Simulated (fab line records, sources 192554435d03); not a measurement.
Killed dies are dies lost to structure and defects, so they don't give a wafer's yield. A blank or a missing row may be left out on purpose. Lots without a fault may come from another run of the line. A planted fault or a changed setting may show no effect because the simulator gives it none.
Which tool did it? | flow n5_finfet | 11 lots, 33 wafers sampled, at 5 steps of a route of 1938

WHAT THE GAUGES READ, wafer by wafer
N5_BEOL_M9_OVL_MEAS_12.
lot  | measured     | on         | M9_OVL (nm)
L523 | day 9 17:03  | overlay-02 | -0.7 -0.1 -0.7
L525 | day 10 08:31 | overlay-01 | 1.3 0.9 0.1
L526 | day 10 19:53 | overlay-02 | 0.8 1.7 1.0
L527 | day 11 02:34 | overlay-02 | -0.4 -0.9 1.8
L534 | day 12 06:25 | overlay-02 | 1.2 0.0 0.1
L535 | day 12 17:56 | overlay-01 | -1.8 0.3 -1.7
L539 | day 13 11:08 | overlay-01 | -0.2 1.3 -0.3
L542 | day 15 01:03 | overlay-01 | -0.1 -0.1 -0.3
L541 | day 15 03:01 | overlay-02 | -2.4 1.6 -0.3
L545 | day 15 02:47 | overlay-02 | 0.9 1.2 1.1
L544 | day 15 03:43 | overlay-01 | 1.5 1.8 1.8

N5_BEOL_M9_INSPECT_13: inspects for defects (brightfield).
lot  | measured     | on                | raw_defect_count
L523 | day 9 17:04  | defect_inspect-02 | 315 333 411
L525 | day 10 08:32 | defect_inspect-01 | 348 373 270
L526 | day 10 19:54 | defect_inspect-01 | 229 218 293
L527 | day 11 02:35 | defect_inspect-02 | 315 437 296
L534 | day 12 06:27 | defect_inspect-02 | 359 1086 308
L535 | day 12 17:58 | defect_inspect-01 | 1105 305 1067
L539 | day 13 11:10 | defect_inspect-01 | 469 388 374
L542 | day 15 01:04 | defect_inspect-01 | 389 282 554
L541 | day 15 03:02 | defect_inspect-01 | 281 521 331
L545 | day 15 02:49 | defect_inspect-01 | 380 396 336
L544 | day 15 03:44 | defect_inspect-01 | 335 350 178

WHICH TOOL RAN EACH LOT (tool, then ch and the chambers of the sampled wafers, then the start)
lot  | N5_BEOL_M8_PRE_CLEAN_45      | N5_BEOL_M9_CURE_71            | N5_BEOL_M9_PECVD_70
L523 | pvd_sputter-01, day 9 11:38  | uv_cure-02 ch 2, day 9 14:53  | pecvd-02 ch 0,1,2, day 9 15:26
L525 | pvd_sputter-01, day 10 04:58 | uv_cure-01 ch 0, day 10 07:38 | pecvd-01 ch 0,2, day 10 08:01
L526 | pvd_sputter-01, day 10 13:44 | uv_cure-03 ch 0, day 10 17:08 | pecvd-03 ch 0,1, day 10 17:41
L527 | pvd_sputter-01, day 10 22:33 | uv_cure-03 ch 0, day 11 00:17 | pecvd-01 ch 0,1, day 11 00:50
L534 | pvd_sputter-02, day 12 02:45 | uv_cure-01 ch 1, day 12 04:48 | pecvd-01 ch 0,1, day 12 05:16
L535 | pvd_sputter-03, day 12 14:45 | uv_cure-02 ch 0, day 12 16:50 | pecvd-01 ch 1,2, day 12 17:18
L539 | pvd_sputter-03, day 13 07:13 | uv_cure-02 ch 2, day 13 09:08 | pecvd-02 ch 0,1,2, day 13 09:36
L542 | pvd_sputter-03, day 14 21:19 | uv_cure-02 ch 0, day 14 23:55 | pecvd-02 ch 0,1,2, day 15 00:28
L541 | pvd_sputter-03, day 14 21:23 | uv_cure-01 ch 2, day 15 00:21 | pecvd-02 ch 0,1,2, day 15 01:04
L545 | pvd_sputter-02, day 14 22:29 | uv_cure-02 ch 2, day 15 00:23 | pecvd-02 ch 0,1,2, day 15 00:56
L544 | pvd_sputter-02, day 14 22:58 | uv_cure-01 ch 1, day 15 01:09 | pecvd-03 ch 1,2, day 15 02:01
- N5_BEOL_M8_PRE_CLEAN_45: time 30 s.
- N5_BEOL_M9_CURE_71: cures SiCOH lowk, time 240 s.
- N5_BEOL_M9_PECVD_70: deposits SiO2 from TEOS/O2, target thk 20 nm, time 22.7 s.

WHAT THE TOOLS THEMSELVES READ (means of the sampled wafers that have a number; where no wafer has one, the mark that the record gives instead)
N5_BEOL_M8_PRE_CLEAN_45.
lot  | tool           | heater_power_w (W)
L523 | pvd_sputter-01 | 341
L525 | pvd_sputter-01 | 370
L526 | pvd_sputter-01 | 351
L527 | pvd_sputter-01 | 356
L534 | pvd_sputter-02 | 373
L535 | pvd_sputter-03 | 330
L539 | pvd_sputter-03 | 312
L542 | pvd_sputter-03 | 311
L541 | pvd_sputter-03 | 312
L545 | pvd_sputter-02 | 324
L544 | pvd_sputter-02 | 328

N5_BEOL_M9_CURE_71.
lot  | tool       | lamp_power_pct (%) | wafer_temp_C_max
L523 | uv_cure-02 | 52.33              | 387.0
L525 | uv_cure-01 | 52.33              | 386.4
L526 | uv_cure-03 | 52.32              | 386.1
L527 | uv_cure-03 | 52.27              | 386.7
L534 | uv_cure-01 | 52.33              | 386.7
L535 | uv_cure-02 | 52.36              | 387.6
L539 | uv_cure-02 | 52.31              | 387.1
L542 | uv_cure-02 | 52.26              | 388.0
L541 | uv_cure-01 | 52.33              | 387.1
L545 | uv_cure-02 | 52.35              | 387.3
L544 | uv_cure-01 | 52.31              | 387.6

N5_BEOL_M9_PECVD_70.
lot  | tool     | heater_power_w (W) | rf_fwd_power_W (W) | showerhead_plenum_p_Torr (Torr) | throttle_valve_pct (%)
L523 | pecvd-02 | 764                | 445.4              | 8.82                            | 22.2
L525 | pecvd-01 | 751                | 447.6              | 8.78                            | 21.1
L526 | pecvd-03 | 683                | 444.8              | 8.77                            | 22.5
L527 | pecvd-01 | 788                | 444.1              | 8.76                            | 22.2
L534 | pecvd-01 | 795                | 445.4              | 8.78                            | 22.3
L535 | pecvd-01 | 766                | 444.0              | 8.76                            | 21.9
L539 | pecvd-02 | 809                | 443.9              | 8.81                            | 22.3
L542 | pecvd-02 | 739                | 444.6              | 8.81                            | 22.4
L541 | pecvd-02 | 763                | 444.1              | 8.81                            | 22.4
L545 | pecvd-02 | 760                | 444.8              | 8.81                            | 22.4
L544 | pecvd-03 | 764                | 445.0              | 8.86                            | 22.3

THE ANSWER, worked out from the rows above alone
Rule: what is usual is taken from the lots themselves. Put in order of their means at a reading, lots are off if they are a third of the lots or fewer, leave a main group of 4 or more, and stand apart from it by a gap of 3 or more times the standard deviation of the main group's means; of several such gaps the widest counts. A main group whose means are all the same, to the digits that the tables above print for the reading, isn't used. A lot without any number at a reading at which 4 lots or more have one is off too. The other lots that the step has rows for count as sound. The gauges are gone through in route order, then the tools' own readings, and for those a lot's mean is taken as printed above. The first step at which some lot is off is used, and at that step the reading that is off furthest; a lot without a number counts as furthest.
Off: L534, L535, at N5_BEOL_M9_INSPECT_13 (raw_defect_count). The main group: mean 348, standard deviation 51.
A tool fits if, at a process step before that reading, it ran every lot that is off, and no sound lot after the first of them. The gauges at N5_BEOL_M9_INSPECT_13 are tried like those tools. One fits: pecvd-01 at N5_BEOL_M9_PECVD_70. Its last sound lot is L527 (day 11 00:50), its first lot that is off L534 (day 12 05:16): a fault that began between those two fits.

WHAT THE SIMULATOR HAD PUT IN
Chamber particle source: pecvd-01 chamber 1, from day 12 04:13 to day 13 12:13, at N5_BEOL_M9_PECVD_70. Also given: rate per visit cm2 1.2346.
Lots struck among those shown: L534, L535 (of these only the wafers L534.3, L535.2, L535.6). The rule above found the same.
